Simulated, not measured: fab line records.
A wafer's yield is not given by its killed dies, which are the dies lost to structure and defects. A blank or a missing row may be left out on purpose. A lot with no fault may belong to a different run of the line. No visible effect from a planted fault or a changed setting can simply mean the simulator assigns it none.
Matching of chambers || flow n5-finfet || ald-sin-01 running N5_BEOL_M2_ALD_98: 4 sister chambers
The step deposits SiO2, target thk 2.5 nm, pulse time 1 s, co reactant pulse time 1 s. 24 wafers are shown with their chamber, then 12 later ones without.

== WAFERS PAIRED WITH THEIR CHAMBERS ==
{"wafer": "L076.1", "chamber": 2, "heater-power-w (W)": 73, "precursor-pulse-height-rel": 0.978}
{"wafer": "L076.4", "chamber": 0, "heater-power-w (W)": 79, "precursor-pulse-height-rel": 0.997}
{"wafer": "L076.6", "chamber": 0, "heater-power-w (W)": 80, "precursor-pulse-height-rel": 0.992}
{"wafer": "L078.2", "chamber": 0, "heater-power-w (W)": 80, "precursor-pulse-height-rel": 1.004}
{"wafer": "L078.4", "chamber": 1, "heater-power-w (W)": 92, "precursor-pulse-height-rel": 1.014}
{"wafer": "L078.6", "chamber": 2, "heater-power-w (W)": 72, "precursor-pulse-height-rel": 1.020}
{"wafer": "L080.2", "chamber": 3, "heater-power-w (W)": 71, "precursor-pulse-height-rel": 0.997}
{"wafer": "L080.3", "chamber": 2, "heater-power-w (W)": 72, "precursor-pulse-height-rel": 0.965}
{"wafer": "L080.5", "chamber": 2, "heater-power-w (W)": 73, "precursor-pulse-height-rel": 1.009}
{"wafer": "L081.1", "chamber": 3, "heater-power-w (W)": 71, "precursor-pulse-height-rel": 1.017}
{"wafer": "L081.2", "chamber": 2, "heater-power-w (W)": 72, "precursor-pulse-height-rel": 1.019}
{"wafer": "L081.5", "chamber": 2, "heater-power-w (W)": 73, "precursor-pulse-height-rel": 0.975}
{"wafer": "L084.2", "chamber": 1, "heater-power-w (W)": 91, "precursor-pulse-height-rel": 1.001}
{"wafer": "L084.4", "chamber": 1, "heater-power-w (W)": 90, "precursor-pulse-height-rel": 0.985}
{"wafer": "L084.5", "chamber": 3, "heater-power-w (W)": 71, "precursor-pulse-height-rel": 1.014}
{"wafer": "L085.1", "chamber": 2, "heater-power-w (W)": 73, "precursor-pulse-height-rel": 1.014}
{"wafer": "L085.2", "chamber": 3, "heater-power-w (W)": 71, "precursor-pulse-height-rel": 1.007}
{"wafer": "L085.3", "chamber": 1, "heater-power-w (W)": 92, "precursor-pulse-height-rel": 0.962}
{"wafer": "L086.3", "chamber": 3, "heater-power-w (W)": 69, "precursor-pulse-height-rel": 1.023}
{"wafer": "L086.4", "chamber": 1, "heater-power-w (W)": 92, "precursor-pulse-height-rel": 0.982}
{"wafer": "L086.5", "chamber": 3, "heater-power-w (W)": 70, "precursor-pulse-height-rel": 0.989}
{"wafer": "L087.2", "chamber": 1, "heater-power-w (W)": 92, "precursor-pulse-height-rel": 1.014}
{"wafer": "L087.3", "chamber": 3, "heater-power-w (W)": 71, "precursor-pulse-height-rel": 0.953}
{"wafer": "L087.5", "chamber": 2, "heater-power-w (W)": 70, "precursor-pulse-height-rel": 1.002}

SIGNATURES, as means of the wafers listed above
{"reading": "heater-power-w", "chamber 0": 79.67, "chamber 1": 91.50, "chamber 2": 72.25, "chamber 3": 70.57, "scatter within a chamber": 0.877}
{"reading": "precursor-pulse-height-rel", "chamber 0": 0.99767, "chamber 1": 0.99300, "chamber 2": 0.99775, "chamber 3": 1.00000, "scatter within a chamber": 0.0211}
Rule: for each reading, subtract the chamber's mean from the wafer's reading, divide by that reading's scatter and square the result; add these up over the readings and take the root, which gives the wafer's distance from the chamber. The wafer belongs to the nearest chamber; if the next one is less than 2 further off, it can't be placed. How the scatter is found: for the shown wafers, subtract from each reading the mean of its chamber, square and add these, divide the total by (wafers less chambers), then take the root.

== WAFERS WITH NO CHAMBER GIVEN ==
{"wafer": "L091.1", "heater-power-w (W)": 79, "precursor-pulse-height-rel": 0.974}
{"wafer": "L091.2", "heater-power-w (W)": 73, "precursor-pulse-height-rel": 1.005}
{"wafer": "L091.4", "heater-power-w (W)": 93, "precursor-pulse-height-rel": 1.034}
{"wafer": "L093.1", "heater-power-w (W)": 72, "precursor-pulse-height-rel": 1.002}
{"wafer": "L093.5", "heater-power-w (W)": 92, "precursor-pulse-height-rel": 0.991}
{"wafer": "L093.6", "heater-power-w (W)": 77, "precursor-pulse-height-rel": 0.978}
{"wafer": "L094.2", "heater-power-w (W)": 95, "precursor-pulse-height-rel": 1.001}
{"wafer": "L094.3", "heater-power-w (W)": 72, "precursor-pulse-height-rel": 0.982}
{"wafer": "L094.4", "heater-power-w (W)": 76, "precursor-pulse-height-rel": 1.010}
{"wafer": "L097.1", "heater-power-w (W)": 73, "precursor-pulse-height-rel": 0.980}
{"wafer": "L097.2", "heater-power-w (W)": 71, "precursor-pulse-height-rel": 1.005}
{"wafer": "L097.4", "heater-power-w (W)": 96, "precursor-pulse-height-rel": 0.956}

== CHAMBER TAKEN BY EACH ==
{"wafer": "L091.1", "from the rows above": 0, "in truth": 0}
{"wafer": "L091.2", "from the rows above": "can't be placed: 2 or 3", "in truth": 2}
{"wafer": "L091.4", "from the rows above": 1, "in truth": 1}
{"wafer": "L093.1", "from the rows above": "can't be placed: 2 or 3", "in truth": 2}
{"wafer": "L093.5", "from the rows above": 1, "in truth": 1}
{"wafer": "L093.6", "from the rows above": 0, "in truth": 0}
{"wafer": "L094.2", "from the rows above": 1, "in truth": 1}
{"wafer": "L094.3", "from the rows above": "can't be placed: 2 or 3", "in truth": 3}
{"wafer": "L094.4", "from the rows above": "can't be placed: 0 or 2 or 3", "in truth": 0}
{"wafer": "L097.1", "from the rows above": "can't be placed: 2 or 3", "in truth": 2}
{"wafer": "L097.2", "from the rows above": "can't be placed: 3 or 2", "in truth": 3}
{"wafer": "L097.4", "from the rows above": 1, "in truth": 1}
Correctly placed: 6 of 12. Not placeable from these rows: 6 (in 6, the candidates include the true chamber). Number placed wrongly: 0.
